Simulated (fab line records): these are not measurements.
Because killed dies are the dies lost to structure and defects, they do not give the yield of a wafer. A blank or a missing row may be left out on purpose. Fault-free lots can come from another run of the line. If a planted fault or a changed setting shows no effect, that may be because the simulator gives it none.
A lot that was struck, set against a sound lot / flow n5_finfet / 36 out of 1938 route steps
Sound: the wafers L291.1, L291.5, L291.6. Struck: wafer L299.4. (L299.1 of the same lot was not struck and is left out.) The cause comes at the end.
Per side, at each step with rows, come the tool, then ch with its chambers, and then its first start. Under that, the readings that differ: sound wafers / struck wafers / difference of the means / sigmas: that difference in standard deviations of wafers without a fault.
alike: readings with means less than 2 such deviations apart, plus words and numbers identical on both sides. not compared: withheld readings, readings lacking a value on some wafer, bounds such as >300 that could conceal the same value, and numbers that have no deviation in the record and whose values overlap.
The two part at a step that has a row with sigmas, a row that says differs or no value, or rows on one side only. Non-overlapping numbers with no deviation appear without sigmas and do not part them. A reading missing from all wafers of one side parts the sides only when that side holds two or more wafers.

first, 8 steps without rows for these wafers: N5_BEOL_M4_SPUTTER_96 (material Cu, target thk 4.5 nm, time 8.29 s); N5_BEOL_M4_ECD_50 (material Cu, target thk 300 nm); N5_BEOL_M4_ANNEAL_51 (time 90 s); N5_BEOL_M4_CMP_52 (polishes, stops on SiOC, t overpolish 6.8 s, target thk 40 nm); N5_BEOL_M4_PRE_CLEAN_60 (time 15 s); N5_BEOL_M4_CO_CAP_55 (material Co, precursor CCTBA/H2, target thk 2 nm, time 102.1 s); N5_BEOL_M4_PRE_CLEAN_56 (time 15 s); N5_BEOL_M4_DEP_57 (deposits SiCN from 3MS/NH3, target thk 8 nm, time 14 s).
N5_BEOL_M5_ILD_DEP_00: deposits SiCOH lowk from DEMS/porogen, target thk 140.64 nm, time 25.9 s.
  sound on pecvd-04 ch 0,1,2, day 9 16:47; struck on pecvd-04 ch 2, day 12 09:46
reading=model.SiCOH_lowk_of_BEOL_M5_ILD_DEP_00.thk_nm (nm); sound=139.2 138.6 141.8; struck=109.6; difference=-30.3; sigmas=
  alike: heater_power_outer_w, heater_power_w, showerhead_plenum_p_Torr, throttle_valve_pct
  not compared: susceptor_temp_C
then, 1 step without rows for these wafers: N5_BEOL_M5_CURE_79 (cures SiCOH lowk, time 240 s).
N5_BEOL_M5_THK_MEAS_01:
  sound on film_metro-02 at day 9 17:21; struck on film_metro-01 at day 12 10:20
reading=M5_ILD_THK (nm); sound=119.7 119.2 122.0; struck=94.1; difference=-26.2; sigmas=-15
then, 23 steps without rows for these wafers: N5_BEOL_M5_PECVD_70 (deposits SiO2 from TEOS/O2, target thk 16 nm, time 18 s); N5_BEOL_M5_HM_DEP_02 (deposits TiN, target thk 20 nm); N5_BEOL_M5_COAT_59 (time 60 s, resist thk 60 nm); N5_BEOL_M5_COAT_60 (time 60 s, resist thk 12 nm); N5_BEOL_M5_COAT_71 (time 60 s, resist thk 5 nm); N5_BEOL_M5_COAT_05 (resist thk 30 nm); N5_BEOL_M5_EBR_07; N5_BEOL_M5_SOFTBAKE_06 (time 60 s); N5_BEOL_M5_EXPOSE_08 (exposes mask M5, target cd 28 nm); N5_BEOL_M5_PEB_09 (peb time 60 s); N5_BEOL_M5_DEVELOP_10 (develop time 30 s); N5_BEOL_M5_DESCUM_16 (chemistry O2, time 7 s); N5_BEOL_M5_ETCH_72 (etches underlayer in N2/H2, target depth 6.5 nm, time 5.2 s); N5_BEOL_M5_ETCH_61 (etches SiARC in CF4, target depth 15.6 nm, time 26 s); N5_BEOL_M5_ETCH_62 (etches SOC in N2/H2, target depth 75 nm, overetch 15 nm, time 112.5 s); N5_BEOL_M5_STRIP_63 (strips in N2/H2); N5_BEOL_M5_STRIP_73 (strips in N2/H2); N5_BEOL_M5_STRIP_64 (strips in CF4); N5_BEOL_M5_HM_OPEN_17 (chemistry Cl2/BCl3, target TiN, target depth 20 nm, overetch 6 nm); N5_BEOL_M5_STRIP_19 (strips in O2); N5_BEOL_M5_COAT_65 (time 60 s, resist thk 60 nm); N5_BEOL_M5_COAT_66 (time 60 s, resist thk 12 nm); N5_BEOL_M5_COAT_74 (time 60 s, resist thk 5 nm).
N5_BEOL_M5_CMP_52: polishes, stops on SiCOH lowk, t overpolish 6.9 s, target thk 62 nm.
  sound on cmp-03 ch 0,1, day 10 07:52; struck on cmp-01 ch 2, day 12 22:44
reading=model.SiCOH_lowk_of_BEOL_M5_ILD_DEP_00.thk_nm (nm); sound=116.6 116.2 119; struck=91; difference=-26; sigmas=
  alike: motor_current_A
after that, 1 step had no rows for these wafers: N5_PASSIVATION_PROBE_49.

## WHERE THEY PART
At N5_BEOL_M5_THK_MEAS_01 and nowhere else, as far as this record goes. Later steps at which nothing parts them and some readings are alike: N5_BEOL_M5_CMP_52.

WHY: the cause the simulator had injected
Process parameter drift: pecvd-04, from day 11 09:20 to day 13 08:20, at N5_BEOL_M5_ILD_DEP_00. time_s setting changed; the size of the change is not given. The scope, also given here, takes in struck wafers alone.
